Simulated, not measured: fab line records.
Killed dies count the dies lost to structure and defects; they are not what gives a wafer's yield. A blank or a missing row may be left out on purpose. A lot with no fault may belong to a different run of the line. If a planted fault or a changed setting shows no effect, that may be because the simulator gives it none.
2 desks, one fault ; flow n5-finfet ; each desk holds nothing but its own numbers, with what lay behind them at the end

TOOL OWNER'S DESK, rie-diel-03
The tool's own readings at N5_BEOL_M9_ETCH_62 (etches SOC in N2/H2, target depth 110 nm, overetch 22 nm, time 165 s): means of the sampled wafers that have a number, for each lot that ran on this tool. A lot is out of limits, marked OUT, if its mean lies more than 4 standard deviations from the usual mean; the brackets give that distance.
Columns: A = drypump-motor-current-A at N5_BEOL_M9_ETCH_62, usual 5.9 A; B = oes-product-au at N5_BEOL_M9_ETCH_62, usual 0.67 a.u.; C = rf-vpp-V at N5_BEOL_M9_ETCH_62, usual 524.7 V; D = showerhead-plenum-p-Torr at N5_BEOL_M9_ETCH_62, usual 2.57 Torr; E = throttle-valve-pct at N5_BEOL_M9_ETCH_62, usual 17.92 %
lot;first seen here;A;B;C;D;E
L634;day 10 10:55;5.9;0.64;523.6;2.54;17.89
L643;day 13 00:04;6.0;0.63;525.3;2.56;17.98
L646;day 13 14:08;6.0;0.63;524.0;2.53;17.92
L651;day 14 11:59;6.0;0.59;523.4;2.54;17.94
L650;day 14 12:14;6.0;0.66;524.8;2.58;17.86
L653;day 15 09:49;6.0;0.58;524.2;2.53;17.96
This desk found nothing out of limits on any of the 6 lots.

THE METROLOGY DESK
Means of the sampled wafers that have a number, per lot and without regard to the tool the lot ran on: this is what the gauges read. A lot is out of limits, marked OUT, if its mean lies more than 4 standard deviations from the usual mean; the brackets give that distance. Shown here are 7 of its 13 readings, the ones lying furthest out on some lot.
Columns: A = DIBL_N at N5_BEOL_M4_RC_MEAS_101, usual 36.1 mV/V; B = IOFF_N at N5_BEOL_M4_RC_MEAS_101, usual 0.16 nA/um; C = IOFF_P at N5_BEOL_M4_RC_MEAS_101, usual 0.21 nA/um; D = SS_N at N5_BEOL_M4_RC_MEAS_101, usual 71.4 mV/dec; E = SS_P at N5_BEOL_M4_RC_MEAS_101, usual 73.3 mV/dec; F = VT_P at N5_BEOL_M4_RC_MEAS_101, usual -250 mV; G = M9_OVL at N5_BEOL_M9_OVL_MEAS_12, usual -0.6 nm
lot;first seen here;A;B;C;D;E;F;G
L634;day 8 18:02;35.0;0.12;0.17;70.7;72.9;-254;-0.6
L640;day 10 12:10;37.4;0.15;0.23;71.7;73.2;-247;0.8
L642;day 10 18:57;35.4;0.14;0.17;71.1;73.0;-255;-0.7
L643;day 11 06:13;35.2;0.16;0.21;71.3;72.8;-251;-1.7
L644;day 11 10:46;35.5;0.14;0.19;71.2;73.1;-249;-0.7
L646;day 11 13:50;36.5;0.17;0.21;71.8;73.4;-252;-0.3
L650;day 12 17:19;37.3;0.17;0.23;72.0;73.8;-248;-0.1
L651;day 12 20:27;34.6;0.13;0.18;70.8;72.5;-251;-0.9
L653;day 13 12:54;38.5;0.21;0.27;72.7;74.5;-247;-0.2
This desk found nothing out of limits on any of the 9 lots.

PUT TOGETHER
The tool owner's desk saw nothing out of limits.
Nothing out of limits was seen by the metrology desk.

WHAT WAS PUT IN BY THE SIMULATOR
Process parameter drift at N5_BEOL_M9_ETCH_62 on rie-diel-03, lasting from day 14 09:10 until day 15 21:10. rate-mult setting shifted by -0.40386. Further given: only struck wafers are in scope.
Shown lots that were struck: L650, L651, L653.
